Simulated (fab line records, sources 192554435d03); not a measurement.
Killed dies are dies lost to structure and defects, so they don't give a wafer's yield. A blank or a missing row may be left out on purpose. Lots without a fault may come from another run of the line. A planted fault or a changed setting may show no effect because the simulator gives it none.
Which tool did it? | flow n5_finfet | 9 lots, 25 wafers sampled, at 6 steps of a route of 1938

WHAT THE GAUGES READ, wafer by wafer
N5_MOL_CONTACT_COAG_INSPECT_97: inspects for defects (darkfield).
lot  | measured     | on                | raw_defect_count
L238 | day 6 03:43  | defect_inspect-01 | 52 23 42
L240 | day 6 16:00  | defect_inspect-01 | 34 51 42
L241 | day 6 19:53  | defect_inspect-01 | 41 36 29
L244 | day 7 20:58  | defect_inspect-02 | 31 49 39
L249 | day 8 19:54  | defect_inspect-02 | 763 55
L250 | day 9 08:57  | defect_inspect-01 | 51 30 31
L253 | day 9 23:14  | defect_inspect-02 | 1010 72
L256 | day 10 12:33 | defect_inspect-02 | 49 36 34
L257 | day 10 22:58 | defect_inspect-02 | 28 58 30

N5_BEOL_M4_RC_MEAS_101.
lot  | measured     | on        | DIBL_N (mV/V)  | DIBL_P (mV/V)  | IOFF_N (nA/um) | IOFF_P (nA/um) | ION_N (uA/um) | ION_P (uA/um) | SS_N (mV/dec)  | SS_P (mV/dec)  | VT_N (mV)   | VT_P (mV)
L238 | day 8 07:13  | prober-02 | 36.6 39.1 39.0 | 37.7 41.7 41.1 | 0.20 0.27 0.27 | 0.26 0.34 0.34 | 688 713 696   | 468 482 476   | 72.1 71.7 72.7 | 73.4 74.9 74.9 | 243 240 240 | -246 -244 -243
L240 | day 8 20:38  | prober-01 | 39.8 39.8 41.5 | 40.7 39.1 41.8 | 0.25 0.22 0.28 | 0.32 0.28 0.36 | 705 680 688   | 485 468 478   | 72.4 71.3 72.1 | 74.7 74.4 74.7 | 240 246 243 | -245 -248 -243
L241 | day 9 04:19  | prober-01 | 35.6 34.7 38.1 | 38.0 36.0 39.9 | 0.17 0.14 0.20 | 0.21 0.18 0.23 | 681 662 681   | 456 454 458   | 71.0 71.7 71.8 | 72.9 73.0 74.0 | 252 250 249 | -250 -253 -251
L244 | day 10 17:28 | prober-01 | 38.1 37.1 38.6 | 38.7 37.4 39.1 | 0.19 0.17 0.19 | 0.24 0.22 0.25 | 695 678 681   | 468 464 466   | 72.1 72.0 72.6 | 73.9 73.7 74.6 | 248 250 245 | -246 -250 -246
L249 | day 11 04:55 | prober-01 | 37.7 34.2      | 39.0 34.5      | 0.17 0.12      | 0.26 0.19      | 668 659       | 463 464       | 71.2 71.6      | 73.8 72.0      | 251 252     | -245 -250
L250 | day 11 10:55 | prober-02 | 36.0 33.5 37.8 | 36.3 33.6 38.1 | 0.17 0.12 0.20 | 0.21 0.18 0.26 | 684 668 684   | 466 463 464   | 71.8 70.9 71.9 | 73.6 72.8 74.1 | 251 255 247 | -251 -253 -247
L253 | day 12 17:16 | prober-02 | 32.4           | 31.6           | 0.10           | 0.14           | 648           | 446           | 70.5           | 72.4           | 256         | -255
L256 | day 13 14:12 | prober-01 | 37.8 36.2 37.1 | 37.2 34.0 34.9 | 0.16 0.12 0.15 | 0.25 0.19 0.21 | 669 673 675   | 459 462 470   | 71.8 71.5 70.9 | 73.6 72.6 72.3 | 247 255 249 | -247 -251 -249
L257 | day 13 15:37 | prober-02 | 37.0 34.4 37.7 | 36.1 33.8 37.8 | 0.16 0.12 0.18 | 0.21 0.17 0.24 | 668 666 678   | 459 457 459   | 71.3 71.0 71.8 | 72.9 71.9 73.3 | 251 255 247 | -250 -253 -249

WHICH TOOL RAN EACH LOT (tool, then ch and the chambers of the sampled wafers, then the start)
lot  | N5_MOL_CONTACT_COAG_ETCHBACK_134   | N5_MOL_CONTACT_COAG_ETCH_124       | N5_MOL_CONTACT_COAG_STRIP_49         | N5_MOL_CONTACT_COAG_CMP_52
L238 | rie_diel-01 ch 2,3, day 5 22:54    | rie_diel-01 ch 2,3, day 5 23:05    | plasma_asher-01 ch 0,1, day 5 23:16  | cmp-01 ch 0,2, day 5 23:52
L240 | rie_diel-04 ch 0,2,3, day 6 11:41  | rie_diel-04 ch 0,2,3, day 6 11:53  | plasma_asher-02 ch 1, day 6 12:03    | cmp-03 ch 0,1,3, day 6 12:39
L241 | rie_diel-04 ch 0,1,3, day 6 15:33  | rie_diel-04 ch 0,1,3, day 6 15:44  | plasma_asher-01 ch 0,1, day 6 15:55  | cmp-01 ch 0,2,3, day 6 16:33
L244 | rie_diel-04 ch 0,1,3, day 7 16:40  | rie_diel-04 ch 0,1,3, day 7 16:50  | plasma_asher-01 ch 0,1, day 7 17:01  | cmp-01 ch 0,1,3, day 7 17:37
L249 | rie_diel-01 ch 0,3, day 8 15:34    | rie_diel-01 ch 0,3, day 8 15:45    | plasma_asher-01 ch 0,1, day 8 15:56  | cmp-01 ch 2,3, day 8 16:38
L250 | rie_diel-03 ch 0,1, day 9 04:38    | rie_diel-03 ch 0,1, day 9 04:50    | plasma_asher-02 ch 0,1, day 9 05:00  | cmp-03 ch 0,1,2, day 9 05:43
L253 | rie_diel-04 ch 0,1, day 9 18:55    | rie_diel-04 ch 0,1, day 9 19:07    | plasma_asher-01 ch 0,1, day 9 19:17  | cmp-01 ch 0,1, day 9 19:58
L256 | rie_diel-03 ch 0,1,2, day 10 08:14 | rie_diel-03 ch 0,1,2, day 10 08:25 | plasma_asher-02 ch 0,1, day 10 08:36 | cmp-04 ch 0,1,2, day 10 09:12
L257 | rie_diel-01 ch 0,2,3, day 10 18:37 | rie_diel-01 ch 0,2,3, day 10 18:48 | plasma_asher-02 ch 0,1, day 10 18:58 | cmp-03 ch 1,2,3, day 10 19:37
- N5_MOL_CONTACT_COAG_ETCHBACK_134: etches SiO2 in CHF3, target depth 10 nm, time 6.7 s.
- N5_MOL_CONTACT_COAG_ETCH_124: etches SiNx in CH3F/O2, stops on SiOC, target depth 6.5 nm.
- N5_MOL_CONTACT_COAG_STRIP_49: strips in N2/H2, time 30 s.
- N5_MOL_CONTACT_COAG_CMP_52: polishes, stops on SiO2, t overpolish 1.5 s, target thk 66.5 nm.

WHAT THE TOOLS THEMSELVES READ (means of the sampled wafers that have a number; where no wafer has one, the mark that the record gives instead)
N5_MOL_CONTACT_COAG_ETCHBACK_134.
lot  | tool        | drypump_motor_current_A (A) | oes_product_au (a.u.) | rf_vpp_V (V) | showerhead_plenum_p_Torr (Torr) | throttle_valve_pct (%)
L238 | rie_diel-01 | 5.7                         | 0.84                  | 518          | 2.46                            | 18.65
L240 | rie_diel-04 | 6.1                         | 0.73                  | 527          | 2.40                            | 18.75
L241 | rie_diel-04 | 6.0                         | 0.78                  | 527          | 2.42                            | 18.84
L244 | rie_diel-04 | 6.0                         | 0.77                  | 526          | 2.42                            | 18.87
L249 | rie_diel-01 | 6.0                         | 0.80                  | 510          | 2.46                            | 18.61
L250 | rie_diel-03 | 5.4                         | 0.77                  | 525          | 2.41                            | 18.45
L253 | rie_diel-04 | 6.0                         | 0.79                  | 526          | 2.40                            | 18.96
L256 | rie_diel-03 | 5.3                         | 0.77                  | 522          | 2.41                            | 18.51
L257 | rie_diel-01 | 5.6                         | 0.76                  | 519          | 2.39                            | 18.72

N5_MOL_CONTACT_COAG_ETCH_124.
lot  | tool        | drypump_motor_current_A (A) | oes_product_au (a.u.) | rf_vpp_V (V) | showerhead_plenum_p_Torr (Torr) | throttle_valve_pct (%)
L238 | rie_diel-01 | 5.7                         | 0.71                  | 294          | 2.07                            | 16.22
L240 | rie_diel-04 | 6.0                         | 0.63                  | 299          | 2.01                            | 16.36
L241 | rie_diel-04 | 6.0                         | 0.67                  | 299          | 2.04                            | 16.42
L244 | rie_diel-04 | 6.0                         | 0.67                  | 299          | 2.04                            | 16.44
L249 | rie_diel-01 | 5.9                         | 0.68                  | 290          | 2.06                            | 16.21
L250 | rie_diel-03 | 5.4                         | 0.66                  | 298          | 2.03                            | 16.08
L253 | rie_diel-04 | 6.0                         | 0.68                  | 298          | 2.01                            | 16.53
L256 | rie_diel-03 | 5.3                         | 0.65                  | 296          | 2.03                            | 16.13
L257 | rie_diel-01 | 5.6                         | 0.65                  | 294          | 2.01                            | 16.32

N5_MOL_CONTACT_COAG_STRIP_49.
lot  | tool            | drypump_motor_current_A (A) | heater_power_w (W)
L238 | plasma_asher-01 | 5.3                         | 332
L240 | plasma_asher-02 | 5.7                         | 378
L241 | plasma_asher-01 | 5.2                         | 341
L244 | plasma_asher-01 | 5.3                         | 333
L249 | plasma_asher-01 | 5.5                         | 330
L250 | plasma_asher-02 | 6.1                         | 365
L253 | plasma_asher-01 | 5.5                         | 330
L256 | plasma_asher-02 | 6.4                         | 345
L257 | plasma_asher-02 | 6.4                         | 345

N5_MOL_CONTACT_COAG_CMP_52.
lot  | tool   | motor_current_A (A) | overpolish_run_s (s) | time_to_endpoint_s (s)
L238 | cmp-01 | 11.1                | 1.500                | 16.8
L240 | cmp-03 | 12.0                | 1.501                | 9.8
L241 | cmp-01 | 11.8                | 1.494                | 12.2
L244 | cmp-01 | 11.4                | 1.504                | 12.8
L249 | cmp-01 | 11.4                | 0.757                | 17.4
L250 | cmp-03 | 12.6                | 1.494                | 11.8
L253 | cmp-01 | 10.9                | 0.766                | 19.1
L256 | cmp-04 | 12.0                | 1.509                | 10.5
L257 | cmp-03 | 12.9                | 1.505                | 14.9

THE ANSWER, worked out from the rows above alone
Rule: what is usual is taken from the lots themselves. Put in order of their means at a reading, lots are off if they are a third of the lots or fewer, leave a main group of 4 or more, and stand apart from it by a gap of 3 or more times the standard deviation of the main group's means; of several such gaps the widest counts. A main group whose means are all the same, to the digits that the tables above print for the reading, isn't used. A lot without any number at a reading at which 4 lots or more have one is off too. The other lots that the step has rows for count as sound. The gauges are gone through in route order, then the tools' own readings, and for those a lot's mean is taken as printed above. The first step at which some lot is off is used, and at that step the reading that is off furthest; a lot without a number counts as furthest.
Off: L249, L253, at N5_MOL_CONTACT_COAG_INSPECT_97 (raw_defect_count). The main group: mean 39, standard deviation 2.
A tool fits if, at a process step before that reading, it ran every lot that is off, and no sound lot after the first of them. The gauges at N5_MOL_CONTACT_COAG_INSPECT_97 aren't tried: what is off there is off at N5_MOL_CONTACT_COAG_CMP_52 too, on other tools, and a gauge's error can't cause that. Can't be told from this: 2 tools fit, plasma_asher-01 at N5_MOL_CONTACT_COAG_STRIP_49, cmp-01 at N5_MOL_CONTACT_COAG_CMP_52.

WHAT THE SIMULATOR HAD PUT IN
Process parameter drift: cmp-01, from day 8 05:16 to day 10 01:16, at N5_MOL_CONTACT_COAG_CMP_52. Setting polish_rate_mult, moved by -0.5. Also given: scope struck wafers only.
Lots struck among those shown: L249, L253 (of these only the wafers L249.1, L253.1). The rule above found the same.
